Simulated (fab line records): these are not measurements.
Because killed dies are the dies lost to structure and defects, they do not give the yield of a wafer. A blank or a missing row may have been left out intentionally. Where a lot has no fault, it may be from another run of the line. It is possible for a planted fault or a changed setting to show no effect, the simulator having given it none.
fab line records	flow n5_finfet
record lots=24	wafers=72	last_day=18
route steps=1938 shown FIN_SAQP@124 FIN_CUT@166 STI_FIN_REVEAL@183 DUMMY_GATE@236
lots untouched by any fault: they come from a run of this same line in which no faults occurred
start_h: start of the lot's first displayed wafer, in hours after the record's first day	wait_h: time in hours since the lot's previous step	" the same as in the row above	L1.1+2: a single row standing in for several wafers	- value missing, or start not given	* or withheld: withheld	< > ~ a bound
route shown NAME@n: names a module that has steps shown in the file, with the first one's number in the route	usual: the fault-free wafers' mean and standard deviation	same: alike in all rows	chamber/n: place in a boat	sites: the reading at each site	_std_site: standard deviation of those values	_edge_site: inner sites' mean taken away from outer sites' mean	radius_mm: how far each site lies from the wafer's centre	mask NAME#n: copy n	behind: tool/chamber where the wafer was last shaped	hold: why the lot was held/for how many hours/how that ended	device: names the non-switching transistor (n, p or np)	end of line: the tests these same wafers got at the end of their route	where a step has no rows: the recipe by itself	killed: count of dies lost to structure and defects at first sort (not the wafer's yield)	map: a wafer's dies, x killed, . not, _ none there
set.NAME: setting as actually run; set.NAME@STEP: the setting as run at that earlier step	model.NAME: the simulator's own value behind a step, which no gauge read
route steps across a sampled set of lots; one table per step, one row per wafer
services: from which hour (start_h, from the record's first day; less than 0 if before it) a tool's chamber was out of use, for how many hours, and why
## steps
# step N5_FIN_SAQP_RECESS_75
# recipe chemistry=HF/NH3	target=SiO2	target_depth_a=144	afs_cycles=3	temp_c=30	sublimation_temp_c=180	sublimation_time_s=60
# usual drypump_motor_current_A=5.4/0.44
lot.wafer	tool	chamber	start_h	wait_h	drypump_motor_current_A
L074.1	vapor_etch-02	1	22.45	0.0	5.5
L074.5	"	1	"	"	5.5
L074.6	"	0	"	"	4.9
L075.3	vapor_etch-02	0	28.07	0.1	5.0
L075.4	"	1	"	"	5.4
L075.6	"	0	"	"	5.0
L076.1	vapor_etch-01	0	35.14	0.3	6.3
L076.3	"	0	"	"	6.3
L076.5	"	1	"	"	5.2
L077.1	vapor_etch-01	1	40.34	0.0	5.2
L077.4	"	0	"	"	6.3
L077.5	"	0	"	"	6.3
L078.1	vapor_etch-02	0	47.24	0.0	5.0
L078.3	"	1	"	"	5.5
L078.5	"	0	"	"	5.0
L079.2	vapor_etch-02	0	53.97	0.0	5.0
L079.3	"	0	"	"	5.0
L079.6	"	1	"	"	5.5
L080.3	vapor_etch-02	1	59.62	0.3	5.5
L080.5	"	0	"	"	5.0
L080.6	"	1	"	"	5.5
L081.1	vapor_etch-02	1	65.09	0.0	5.5
L081.3	"	0	"	"	5.0
L081.6	"	1	"	"	5.4
L082.1	vapor_etch-02	0	72.96	0.0	5.0
L082.4	"	1	"	"	5.5
L082.5	"	0	"	"	5.0
L083.1	vapor_etch-02	0	76.88	0.0	5.0
L083.2	"	1	"	"	5.4
L083.3	"	0	"	"	5.0
L084.2	vapor_etch-02	1	82.99	0.0	5.4
L084.4	"	0	"	"	5.0
L084.5	"	0	"	"	5.0
L085.1	vapor_etch-02	1	88.96	0.0	5.5
L085.3	"	0	"	"	5.0
L085.6	"	0	"	"	5.0
L086.1	vapor_etch-02	0	94.71	0.0	5.0
L086.3	"	1	"	"	5.5
L086.4	"	0	"	"	5.0
L087.1	vapor_etch-01	1	101.94	0.0	5.2
L087.2	"	0	"	"	6.3
L087.5	"	0	"	"	6.3
L088.3	vapor_etch-02	1	107.45	0.1	5.5
L088.4	"	0	"	"	5.0
L088.5	"	0	"	"	5.0
L089.2	vapor_etch-01	1	113.03	0.0	5.2
L089.3	"	0	"	"	6.3
L089.5	"	1	"	"	5.2
L090.2	vapor_etch-02	0	120.41	0.0	5.0
L090.5	"	1	"	"	5.5
L090.6	"	0	"	"	5.0
L091.2	vapor_etch-01	1	126.04	0.0	5.2
L091.5	"	0	"	"	6.3
L091.6	"	1	"	"	5.2
L092.1	vapor_etch-02	1	131.84	0.0	5.5
L092.2	"	0	"	"	5.0
L092.5	"	0	"	"	5.0
L093.3	vapor_etch-01	0	138.18	0.1	6.3
L093.4	"	1	"	"	5.2
L093.6	"	1	"	"	5.2
L094.3	vapor_etch-02	1	144.79	0.1	5.4
L094.4	"	0	"	"	5.0
L094.5	"	0	"	"	5.0
L095.1	vapor_etch-02	0	150.37	0.0	4.9
L095.4	"	1	"	"	5.5
L095.6	"	1	"	"	5.5
L096.2	vapor_etch-01	1	156.28	0.0	5.2
L096.3	"	1	"	"	5.2
L096.4	"	0	"	"	6.3
L097.1	vapor_etch-02	1	160.89	0.0	5.5
L097.3	"	1	"	"	5.5
L097.6	"	0	"	"	5.0
# step N5_FIN_CUT_DESCUM_13
# recipe chemistry=O2	time_s=7	source_power_w=50	bias_power_w=20	pressure_mtorr=20	rf_frequency_hz=2.712e+07	temp_c=40	resist=CAR-EUV	o2_flow_sccm=225
# usual drypump_motor_current_A=5.5/0.37	oes_product_au=0.80/0.093	rf_vpp_V=243.5/1.5	showerhead_plenum_p_Torr=2.12/0.068	throttle_valve_pct=20.50/0.21
lot.wafer	tool	chamber	start_h	wait_h	drypump_motor_current_A	oes_product_au	rf_hours_counter_h	rf_vpp_V	showerhead_plenum_p_Torr	throttle_valve_pct
L074.1	rie_diel-04	0	26.39	0.0	5.6	0.95	4	242.2	2.09	20.47
L074.5	"	1	"	"	5.0	0.71	-	243.5	2.07	20.60
L074.6	"	0	"	"	5.7	0.96	-	242.9	2.09	20.44
L075.3	rie_diel-04	2	32.08	0.1	5.7	0.75	125	241.7	2.03	20.37
L075.4	"	1	"	"	5.0	0.71	181	244.0	2.07	20.61
L075.6	"	2	"	"	5.7	0.75	-	242.3	2.03	20.37
L076.1	rie_diel-02	0	40.24	0.4	4.8	0.72	186	243.1	2.09	20.75
L076.3	"	1	"	"	6.0	0.75	153	244.4	2.12	20.68
L076.5	"	1	"	"	6.0	0.76	-	242.2	2.12	20.69
L077.1	rie_diel-06	3	44.47	0.0	5.2	0.97	3	246.6	2.22	19.98
L077.4	"	1	"	"	5.4	0.91	25	243.3	2.05	20.56
L077.5	"	3	"	"	5.3	0.98	-	245.0	2.22	19.99
L078.1	rie_diel-06	2	51.91	0.1	6.1	0.81	89	244.3	2.12	20.40
L078.3	"	3	"	"	5.2	0.96	5	246.1	2.22	20.01
L078.5	"	0	"	"	5.6	0.77	-	246.0	2.19	20.39
L079.2	rie_diel-06	1	58.25	0.0	5.4	0.89	29	242.9	2.05	20.56
L079.3	"	3	"	"	5.2	0.94	7	244.2	2.22	20.02
L079.6	"	2	"	"	6.1	0.81	-	243.7	2.12	20.40
L080.3	rie_diel-04	2	64.18	0.1	5.7	0.74	132	241.4	2.02	20.37
L080.5	"	1	"	"	5.0	0.70	-	243.0	2.07	20.62
L080.6	"	2	"	"	5.7	0.75	-	240.7	2.02	20.36
L081.1	rie_diel-02	1	69.57	0.2	5.9	0.74	163	244.2	2.12	20.70
L081.3	"	0	"	"	4.8	0.71	197	242.6	2.09	20.75
L081.6	"	1	"	"	6.0	0.74	-	240.9	2.12	20.71
L082.1	rie_diel-06	0	76.88	0.0	5.6	0.77	126	244.9	2.18	20.43
L082.4	"	2	"	"	6.1	0.81	97	242.3	2.12	20.41
L082.5	"	3	"	"	5.2	0.93	-	244.2	2.22	20.02
L083.1	rie_diel-06	2	81.28	0.4	6.1	0.80	98	243.4	2.12	20.42
L083.2	"	3	"	"	5.2	0.92	14	244.4	2.22	20.02
L083.3	"	1	"	"	5.4	0.88	35	242.5	2.05	20.57
L084.2	rie_diel-04	2	87.40	0.4	5.7	0.74	137	241.0	2.02	20.39
L084.4	"	1	"	"	5.0	0.70	199	242.8	2.06	20.62
L084.5	"	0	"	"	5.6	0.90	-	240.7	2.08	20.48
L085.1	rie_diel-04	0	94.09	0.0	5.6	0.90	27	242.6	2.08	20.50
L085.3	"	1	"	"	5.0	0.70	200	241.8	2.06	20.62
L085.6	"	3	"	"	5.4	0.74	-	244.1	2.20	20.56
L086.1	rie_diel-02	0	99.81	0.2	4.7	0.70	206	243.3	2.09	20.79
L086.3	"	2	"	"	5.8	0.68	249	243.0	2.07	20.46
L086.4	"	1	"	"	6.0	0.74	-	242.8	2.12	20.73
L087.1	rie_diel-06	2	106.15	0.0	6.1	0.79	107	242.4	2.12	20.44
L087.2	"	0	"	"	5.6	0.76	135	245.2	2.18	20.44
L087.5	"	0	"	"	5.5	0.77	-	244.4	2.18	20.43
L088.3	rie_diel-04	0	111.34	0.1	5.7	0.88	33	243.0	2.08	20.49
L088.4	"	1	"	"	5.0	0.70	206	242.8	2.06	20.64
L088.5	"	3	"	"	5.4	0.74	-	245.3	2.19	20.57
L089.2	rie_diel-06	0	117.76	0.0	5.6	0.75	138	245.9	2.18	20.43
L089.3	"	3	"	"	5.2	0.89	26	246.0	2.21	20.04
L089.5	"	0	"	"	5.6	0.77	-	243.9	2.18	20.43
L090.2	rie_diel-04	1	125.14	0.1	5.0	0.69	210	243.3	2.06	20.65
L090.5	"	0	"	"	5.6	0.87	-	243.6	2.08	20.50
L090.6	"	1	"	"	5.0	0.69	-	242.1	2.06	20.64
L091.2	rie_diel-02	1	131.01	0.0	6.0	0.73	187	242.2	2.11	20.75
L091.5	"	3	"	"	5.7	0.91	-	244.7	2.24	20.73
L091.6	"	1	"	"	6.0	0.73	-	243.6	2.11	20.74
L092.1	rie_diel-02	2	135.92	0.0	5.8	1.01	0	243.4	2.07	20.12
L092.2	"	1	"	"	6.0	0.73	188	242.2	2.11	20.75
L092.5	"	3	"	"	5.7	0.90	-	246.6	2.24	20.73
L093.3	rie_diel-02	1	142.20	0.0	5.9	0.72	190	242.3	2.11	20.75
L093.4	"	3	"	"	5.7	0.89	28	245.8	2.24	20.74
L093.6	"	0	"	"	4.8	0.68	-	243.2	2.08	20.81
L094.3	rie_diel-04	0	149.69	0.1	5.6	0.87	43	239.7	2.07	20.52
L094.4	"	2	"	"	5.7	0.73	154	241.7	2.02	20.40
L094.5	"	0	"	"	5.6	0.86	-	240.6	2.07	20.49
L095.1	rie_diel-06	2	155.44	0.0	6.1	0.78	122	244.2	2.11	20.43
L095.4	"	3	"	"	5.2	0.88	38	244.3	2.21	20.07
L095.6	"	3	"	"	5.2	0.87	-	246.4	2.21	20.05
L096.2	rie_diel-04	2	160.43	0.0	5.7	0.73	157	241.8	2.01	20.41
L096.3	"	1	"	"	5.0	0.69	218	244.7	2.06	20.65
L096.4	"	0	"	"	5.6	0.87	46	242.3	2.07	20.52
L097.1	rie_diel-02	1	166.48	0.0	6.0	0.72	197	242.6	2.11	20.76
L097.3	"	2	"	"	5.8	0.95	9	242.2	2.06	20.13
L097.6	"	1	"	"	6.0	0.72	-	243.9	2.11	20.76
# step N5_FIN_CUT_PRECLEAN_35
# recipe time_s=13.3	temp_c=45	pressure_torr=125	p_hf_torr=3	p_coreactant_torr=25	chemistry=vHF
# usual drypump_motor_current_A=5.5/0.5	pressure_torr=124.97/0.24
lot.wafer	tool	chamber	start_h	wait_h	drypump_motor_current_A	pressure_torr
L074.1	vapor_etch-02	0	26.94	0.0	5.0	124.99
L074.5	"	0	"	"	5.0	125.07
L074.6	"	1	"	"	5.5	125.09
L075.3	vapor_etch-02	1	32.65	0.1	5.5	125.24
L075.4	"	0	"	"	5.0	125.30
L075.6	"	0	"	"	5.0	124.96
L076.1	vapor_etch-01	1	40.79	0.0	5.2	125.37
L076.3	"	1	"	"	5.2	125.32
L076.5	"	1	"	"	5.2	124.89
L077.1	vapor_etch-01	1	45.02	0.0	5.2	124.91
L077.4	"	1	"	"	5.2	125.11
L077.5	"	1	"	"	5.2	124.68
L078.1	vapor_etch-02	1	52.46	0.0	5.4	124.85
L078.3	"	0	"	"	5.0	125.22
L078.5	"	1	"	"	5.4	124.76
L079.2	vapor_etch-02	1	58.80	0.0	5.5	125.45
L079.3	"	0	"	"	5.0	125.00
L079.6	"	1	"	"	5.5	125.36
L080.3	vapor_etch-01	1	64.75	0.1	5.2	124.41
L080.5	"	1	"	"	5.2	124.69
L080.6	"	0	"	"	6.3	124.68
L081.1	vapor_etch-01	0	70.13	0.1	6.3	124.99
L081.3	"	0	"	"	6.3	125.21
L081.6	"	1	"	"	5.2	124.76
L082.1	vapor_etch-02	1	77.44	0.1	5.5	125.07
L082.4	"	0	"	"	5.0	125.02
L082.5	"	1	"	"	5.5	125.07
L083.1	vapor_etch-01	1	81.83	0.0	5.2	124.80
L083.2	"	0	"	"	6.3	124.78
L083.3	"	0	"	"	6.3	124.89
L084.2	vapor_etch-02	0	87.95	0.0	5.0	124.79
L084.4	"	1	"	"	5.5	124.64
L084.5	"	0	"	"	4.9	124.86
L085.1	vapor_etch-01	0	94.64	0.0	6.3	125.02
L085.3	"	1	"	"	5.2	124.96
L085.6	"	1	"	"	5.2	124.83
L086.1	vapor_etch-01	0	100.35	0.0	6.3	125.28
L086.3	"	0	"	"	6.3	125.14
L086.4	"	1	"	"	5.2	124.70
L087.1	vapor_etch-02	0	106.70	0.0	5.0	124.55
L087.2	"	1	"	"	5.5	125.41
L087.5	"	0	"	"	5.0	124.34
L088.3	vapor_etch-01	0	111.91	0.1	6.3	125.04
L088.4	"	1	"	"	5.2	124.89
L088.5	"	0	"	"	6.3	125.23
L089.2	vapor_etch-02	0	118.31	0.0	5.0	125.15
L089.3	"	1	"	"	5.5	124.92
L089.5	"	1	"	"	5.5	124.99
L090.2	vapor_etch-01	1	125.89	0.2	5.2	124.87
L090.5	"	0	"	"	6.3	124.70
L090.6	"	1	"	"	5.2	125.29
L091.2	vapor_etch-01	0	131.56	0.0	6.3	124.79
L091.5	"	1	"	"	5.2	125.18
L091.6	"	0	"	"	6.3	124.74
L092.1	vapor_etch-01	0	136.47	0.0	6.3	125.14
L092.2	"	1	"	"	5.2	125.34
L092.5	"	0	"	"	6.3	125.08
L093.3	vapor_etch-02	1	142.77	0.1	5.5	125.06
L093.4	"	0	"	"	5.0	124.70
L093.6	"	1	"	"	5.5	125.06
L094.3	vapor_etch-02	0	150.26	0.1	5.0	124.97
L094.4	"	1	"	"	5.4	125.10
L094.5	"	0	"	"	5.0	125.24
L095.1	vapor_etch-02	1	155.99	0.0	5.5	124.82
L095.4	"	1	"	"	5.5	125.09
L095.6	"	1	"	"	5.5	124.98
L096.2	vapor_etch-01	0	160.98	0.0	6.3	124.68
L096.3	"	1	"	"	5.2	124.87
L096.4	"	0	"	"	6.3	124.84
L097.1	vapor_etch-02	1	167.05	0.1	5.5	124.62
L097.3	"	1	"	"	5.5	125.14
L097.6	"	0	"	"	5.0	125.21
# step N5_STI_FIN_REVEAL_ALD_00
# recipe material=SiO2	target_thk_a=10	temp_c=300	ald_precursor_family=BDEAS	ald_co_reactant=O2-plasma	pulse_time_s=1	pressure_torr=2
# usual heater_power_w=490/44	precursor_pulse_height_rel=0.998/0.024
lot.wafer	tool	chamber	start_h	wait_h	heater_power_w	precursor_pulse_height_rel
L074.1	ald_sin-01	0	27.35	0.0	516	0.986
L074.5	"	2	"	"	473	1.004
L074.6	"	0	"	"	512	0.978
L075.3	ald_sin-03	0	33.59	0.6	568	0.988
L075.4	"	1	"	"	464	1.029
L075.6	"	2	"	"	401	1.027
L076.1	ald_sin-03	2	41.57	0.4	421	1.013
L076.3	"	1	"	"	465	1.026
L076.5	"	0	"	"	583	1.018
L077.1	ald_sin-03	0	45.42	0.0	560	0.995
L077.4	"	3	"	"	510	0.977
L077.5	"	2	"	"	412	0.986
L078.1	ald_sin-01	2	52.86	0.0	458	1.003
L078.3	"	0	"	"	525	1.021
L078.5	"	1	"	"	493	0.974
L079.2	ald_sin-04	2	59.27	0.1	496	0.993
L079.3	"	0	"	"	453	0.964
L079.6	"	2	"	"	498	0.965
L080.3	ald_sin-03	3	65.15	0.0	502	0.982
L080.5	"	0	"	"	563	1.026
L080.6	"	3	"	"	503	0.961
L081.1	ald_sin-01	0	70.54	0.0	517	1.005
L081.3	"	2	"	"	467	0.998
L081.6	"	2	"	"	459	0.989
L082.1	ald_sin-03	2	78.04	0.0	416	0.995
L082.4	"	3	"	"	498	0.991
L082.5	"	0	"	"	577	1.003
L083.1	ald_sin-03	0	82.67	0.4	571	1.026
L083.2	"	3	"	"	501	0.934
L083.3	"	1	"	"	463	1.001
L084.2	ald_sin-04	0	89.32	1.0	451	1.005
L084.4	"	2	"	"	503	1.047
L084.5	"	1	"	"	555	0.959
L085.1	ald_sin-04	1	95.13	0.1	546	0.979
L085.3	"	2	"	"	500	0.997
L085.6	"	1	"	"	554	0.973
L086.1	ald_sin-01	2	100.82	0.0	473	1.006
L086.3	"	0	"	"	511	1.010
L086.4	"	1	"	"	499	1.020
L087.1	ald_sin-01	0	107.10	0.0	514	1.011
L087.2	"	2	"	"	470	0.961
L087.5	"	0	"	"	519	0.970
L088.3	ald_sin-01	2	112.59	0.3	467	0.982
L088.4	"	3	"	"	462	0.996
L088.5	"	0	"	"	517	1.044
L089.2	ald_sin-04	1	118.71	0.0	546	1.009
L089.3	"	2	"	"	511	0.996
L089.5	"	1	"	"	538	0.977
L090.2	ald_sin-01	1	126.32	0.0	502	1.005
L090.5	"	0	"	"	514	0.996
L090.6	"	3	"	"	461	0.972
L091.2	ald_sin-01	2	132.02	0.0	473	0.980
L091.5	"	1	"	"	491	0.994
L091.6	"	0	"	"	521	0.970
L092.1	ald_sin-01	3	137.01	0.0	467	1.004
L092.2	"	0	"	"	510	1.002
L092.5	"	0	"	"	524	0.988
L093.3	ald_sin-01	0	143.52	0.4	523	0.956
L093.4	"	1	"	"	502	1.008
L093.6	"	1	"	"	505	0.956
L094.3	ald_sin-01	0	150.65	0.0	520	1.008
L094.4	"	3	"	"	465	1.011
L094.5	"	2	"	"	471	0.996
L095.1	ald_sin-04	1	156.38	0.0	555	0.960
L095.4	"	2	"	"	511	0.963
L095.6	"	1	"	"	556	0.989
L096.2	ald_sin-03	3	161.37	0.0	486	1.010
L096.3	"	2	"	"	423	1.026
L096.4	"	0	"	"	592	1.041
L097.1	ald_sin-03	3	167.98	0.6	485	1.007
L097.3	"	0	"	"	577	1.000
L097.6	"	3	"	"	499	0.988
# step N5_STI_FIN_REVEAL_OXIDATION_33
# recipe chemistry=O2_PLASMA_REMOTE	temp_c=150	time_s=20	pressure_mtorr=1000	source_power_w=2000	o2_flow_sccm=3000
# usual drypump_motor_current_A=5.3/0.37	heater_power_w=151/13
lot.wafer	tool	chamber	start_h	wait_h	drypump_motor_current_A	heater_power_w	rf_hours_counter_h
L074.1	plasma_asher-02	1	36.57	0.0	5.1	164	79
L074.5	"	0	"	"	4.9	157	-
L074.6	"	1	"	"	5.2	168	-
L075.3	plasma_asher-02	1	43.07	0.0	5.1	165	-
L075.4	"	0	"	"	4.8	160	-
L075.6	"	1	"	"	5.2	162	-
L076.1	plasma_asher-01	1	50.82	0.0	5.7	136	34
L076.3	"	0	"	"	5.7	144	-
L076.5	"	1	"	"	5.7	132	-
L077.1	plasma_asher-01	0	54.95	0.0	5.7	145	35
L077.4	"	0	"	"	5.7	144	-
L077.5	"	1	"	"	5.7	136	-
L078.1	plasma_asher-01	0	61.67	0.0	5.7	146	36
L078.3	"	0	"	"	5.7	142	-
L078.5	"	1	"	"	5.7	133	-
L079.2	plasma_asher-02	0	68.78	0.0	4.8	161	85
L079.3	"	0	"	"	4.7	158	-
L079.6	"	1	"	"	5.2	163	-
L080.3	plasma_asher-02	0	73.85	0.0	4.8	159	-
L080.5	"	0	"	"	4.8	157	-
L080.6	"	1	"	"	5.1	170	-
L081.1	plasma_asher-01	0	78.94	0.0	5.7	146	39
L081.3	"	1	"	"	5.7	135	-
L081.6	"	1	"	"	5.7	134	-
L082.1	plasma_asher-01	0	87.21	0.0	5.7	143	41
L082.4	"	0	"	"	5.7	144	-
L082.5	"	1	"	"	5.7	133	-
L083.1	plasma_asher-01	0	91.12	0.0	5.7	144	42
L083.2	"	1	"	"	5.6	131	42
L083.3	"	0	"	"	5.8	143	-
L084.2	plasma_asher-01	0	97.77	0.0	5.7	144	43
L084.4	"	1	"	"	5.7	133	-
L084.5	"	0	"	"	5.7	144	-
L085.1	plasma_asher-01	0	103.54	0.0	5.7	138	44
L085.3	"	0	"	"	5.7	143	-
L085.6	"	1	"	"	5.6	135	-
L086.1	plasma_asher-02	1	109.25	0.0	5.2	167	93
L086.3	"	1	"	"	5.1	164	-
L086.4	"	0	"	"	4.8	159	-
L087.1	plasma_asher-02	0	115.67	0.0	4.8	161	95
L087.2	"	1	"	"	5.1	168	95
L087.5	"	1	"	"	5.2	166	-
L088.3	plasma_asher-02	1	121.29	0.0	5.1	167	-
L088.4	"	0	"	"	4.8	158	-
L088.5	"	0	"	"	4.8	160	-
L089.2	plasma_asher-02	1	127.15	0.0	5.1	163	97
L089.3	"	0	"	"	4.9	160	-
L089.5	"	0	"	"	4.8	157	-
L090.2	plasma_asher-01	0	134.91	0.0	5.7	144	50
L090.5	"	1	"	"	5.7	134	-
L090.6	"	0	"	"	5.7	146	-
L091.2	plasma_asher-02	0	140.51	0.0	4.8	158	100
L091.5	"	0	"	"	4.8	158	-
L091.6	"	1	"	"	5.1	163	-
L092.1	plasma_asher-01	1	145.42	0.0	5.7	131	52
L092.2	"	0	"	"	5.7	145	52
L092.5	"	0	"	"	5.7	143	-
L093.3	plasma_asher-02	0	151.92	0.0	4.8	160	-
L093.4	"	1	"	"	5.1	168	-
L093.6	"	0	"	"	4.8	159	-
L094.3	plasma_asher-02	0	159.60	0.0	4.8	160	-
L094.4	"	1	"	"	5.1	164	-
L094.5	"	0	"	"	4.8	160	-
L095.1	plasma_asher-01	1	165.02	0.0	5.7	130	56
L095.4	"	0	"	"	5.7	143	-
L095.6	"	1	"	"	5.7	135	-
L096.2	plasma_asher-02	1	169.82	0.0	5.1	167	106
L096.3	"	1	"	"	5.1	166	-
L096.4	"	0	"	"	4.8	158	-
L097.1	plasma_asher-02	1	177.06	0.3	5.2	166	109
L097.3	"	1	"	"	5.1	164	-
L097.6	"	0	"	"	4.8	160	-
# step N5_DUMMY_GATE_ETCH_36
# recipe chemistry=CF4	target=SiARC	target_depth_a=130	pressure_mtorr=40	source_w=545	bias_w=36	Ar_flow_sccm=100	cf4_flow_sccm=100	ion_energy_ev=80
# usual drypump_motor_current_A=5.5/0.39	oes_product_au=0.79/0.086	rf_vpp_V=184.3/1.1	showerhead_plenum_p_Torr=2.16/0.063	throttle_valve_pct=15.66/0.19
lot.wafer	tool	chamber	start_h	wait_h	drypump_motor_current_A	oes_product_au	rf_hours_counter_h	rf_vpp_V	showerhead_plenum_p_Torr	throttle_valve_pct
L074.1	rie_diel-06	0	47.54	0.0	5.6	0.78	117	185.1	2.24	15.59
L074.5	"	1	"	"	5.4	0.91	-	182.2	2.11	15.69
L074.6	"	0	"	"	5.6	0.78	-	186.3	2.24	15.58
L075.3	rie_diel-02	3	54.15	0.0	5.7	0.96	6	186.0	2.27	15.69
L075.4	"	2	"	"	5.8	0.70	234	182.5	2.11	15.60
L075.6	"	2	"	"	5.8	0.71	-	183.5	2.11	15.61
L076.1	rie_diel-02	3	59.99	0.0	5.7	0.96	8	183.8	2.27	15.66
L076.3	"	0	"	"	4.8	0.71	194	183.9	2.15	15.95
L076.5	"	0	"	"	4.7	0.71	-	183.2	2.15	15.94
L077.1	rie_diel-04	0	64.08	0.0	5.6	0.93	16	184.4	2.12	15.44
L077.4	"	1	"	"	5.0	0.70	191	184.6	2.12	15.79
L077.5	"	1	"	"	5.0	0.70	-	182.6	2.12	15.79
L078.1	rie_diel-02	0	70.68	0.0	4.8	0.71	197	182.9	2.15	15.95
L078.3	"	3	"	"	5.7	0.95	12	183.9	2.26	15.69
L078.5	"	1	"	"	6.0	0.73	-	183.8	2.14	15.75
L079.2	rie_diel-02	0	79.93	0.0	4.7	0.71	199	182.7	2.15	15.95
L079.3	"	2	"	"	5.8	0.70	243	184.0	2.11	15.62
L079.6	"	0	"	"	4.8	0.71	-	183.6	2.15	15.98
L080.3	rie_diel-04	3	82.82	0.0	5.4	0.75	168	184.7	2.23	15.72
L080.5	"	3	"	"	5.4	0.75	-	185.0	2.23	15.74
L080.6	"	0	"	"	5.6	0.89	-	182.9	2.12	15.48
L081.1	rie_diel-04	2	88.13	0.0	5.7	0.75	137	183.9	2.06	15.59
L081.3	"	1	"	"	5.0	0.70	199	184.7	2.11	15.79
L081.6	"	0	"	"	5.7	0.89	-	183.6	2.12	15.48
L082.1	rie_diel-06	0	96.23	0.0	5.6	0.76	132	185.7	2.24	15.61
L082.4	"	2	"	"	6.1	0.80	103	183.6	2.15	15.56
L082.5	"	0	"	"	5.6	0.77	-	183.8	2.24	15.61
L083.1	rie_diel-02	2	100.52	0.0	5.8	0.70	249	183.0	2.11	15.63
L083.2	"	1	"	"	5.9	0.72	173	185.1	2.14	15.77
L083.3	"	0	"	"	4.7	0.70	206	183.3	2.15	15.97
L084.2	rie_diel-02	2	108.88	0.0	5.8	0.69	254	184.3	2.11	15.65
L084.4	"	2	"	"	5.8	0.70	-	183.6	2.11	15.64
L084.5	"	1	"	"	6.0	0.72	-	184.1	2.14	15.78
L085.1	rie_diel-06	3	112.66	0.0	5.2	0.89	24	185.8	2.26	15.29
L085.3	"	2	"	"	6.1	0.80	109	184.7	2.15	15.60
L085.6	"	0	"	"	5.6	0.76	-	185.3	2.23	15.62
L086.1	rie_diel-02	0	120.59	0.0	4.7	0.70	216	182.7	2.14	15.99
L086.3	"	3	"	"	5.7	0.92	24	186.2	2.26	15.70
L086.4	"	1	"	"	6.0	0.72	-	184.4	2.14	15.78
L087.1	rie_diel-06	3	124.86	0.0	5.2	0.87	28	186.6	2.26	15.28
L087.2	"	1	"	"	5.4	0.89	48	184.0	2.10	15.76
L087.5	"	3	"	"	5.2	0.87	-	185.3	2.26	15.28
L088.3	rie_diel-02	0	130.76	0.0	4.7	0.68	220	183.1	2.14	16.00
L088.4	"	3	"	"	5.7	0.92	-	184.5	2.26	15.70
L088.5	"	0	"	"	4.8	0.69	-	184.6	2.14	16.01
L089.2	rie_diel-04	0	136.28	0.0	5.7	0.86	39	186.0	2.11	15.48
L089.3	"	2	"	"	5.7	0.73	150	184.8	2.06	15.59
L089.5	"	0	"	"	5.6	0.86	-	182.7	2.11	15.51
L090.2	rie_diel-06	1	144.34	0.0	5.4	0.87	53	182.5	2.10	15.75
L090.5	"	2	"	"	6.1	0.79	-	184.9	2.14	15.58
L090.6	"	3	"	"	5.2	0.87	-	184.2	2.26	15.30
L091.2	rie_diel-06	2	149.66	0.0	6.1	0.79	121	182.7	2.14	15.61
L091.5	"	0	"	"	5.6	0.76	-	184.6	2.23	15.64
L091.6	"	3	"	"	5.2	0.87	-	185.9	2.26	15.29
L092.1	rie_diel-04	3	154.98	0.0	5.4	0.73	188	184.2	2.22	15.77
L092.2	"	0	"	"	5.6	0.86	45	183.4	2.11	15.49
L092.5	"	2	"	"	5.7	0.73	-	183.7	2.06	15.62
L093.3	rie_diel-02	2	162.86	0.0	5.8	0.97	8	183.5	2.10	15.15
L093.4	"	3	"	"	5.7	0.91	34	184.4	2.26	15.74
L093.6	"	2	"	"	5.8	0.97	-	184.0	2.11	15.17
L094.3	rie_diel-06	0	168.59	0.0	5.5	0.75	152	186.6	2.23	15.66
L094.4	"	1	"	"	5.4	0.87	58	183.8	2.10	15.78
L094.5	"	2	"	"	6.1	0.77	-	183.1	2.14	15.59
L095.1	rie_diel-06	1	176.52	0.0	5.4	0.87	61	184.1	2.10	15.78
L095.4	"	2	"	"	6.1	0.78	-	184.1	2.14	15.61
L095.6	"	1	"	"	5.5	0.87	-	183.3	2.10	15.78
L096.2	rie_diel-02	2	178.95	0.0	5.8	0.97	14	184.8	2.10	15.18
L096.3	"	0	"	"	4.8	0.68	234	184.1	2.14	16.04
L096.4	"	3	"	"	5.7	0.90	39	186.6	2.25	15.74
L097.1	rie_diel-04	2	186.05	0.0	5.7	0.71	166	183.9	2.05	15.62
L097.3	"	1	"	"	5.0	0.67	227	183.7	2.10	15.84
L097.6	"	2	"	"	5.7	0.72	-	183.6	2.05	15.61
## services
tool	chamber	start_h	hours	kind
rie_diel-02	2	4.78	3.7	repair
rie_diel-02	0	6.13	16.4	repair
rie_diel-02	3	22.53	-	clean
rie_diel-02	3	22.53	-	consumable_replace:focus_ring
rie_diel-02	3	22.53	-	consumable_replace:showerhead
rie_diel-02	3	22.53	11.8	scheduled_down
rie_diel-02	3	22.53	11.8	vent_cycle
ald_sin-01	1	26.36	2.8	repair
rie_diel-04	2	33.25	6.9	repair
plasma_asher-02	-	84.72	2.5	repair
ald_sin-03	-	86.14	14.0	pm
rie_diel-02	3	98.29	13.9	repair
rie_diel-02	-	99.37	0.4	repair
rie_diel-02	2	112.20	-	clean
rie_diel-02	2	112.20	-	consumable_replace:focus_ring
rie_diel-02	2	112.20	20.4	scheduled_down
rie_diel-02	2	112.20	20.4	vent_cycle
rie_diel-04	-	115.63	0.3	repair
ald_sin-03	-	142.68	6.1	pm
vapor_etch-01	-	162.02	0.9	repair
plasma_asher-01	-	167.89	10.1	repair
ald_sin-01	3	170.45	13.0	repair
rie_diel-06	3	176.37	19.3	repair
ald_sin-04	-	176.75	14.0	pm
## key
fault none
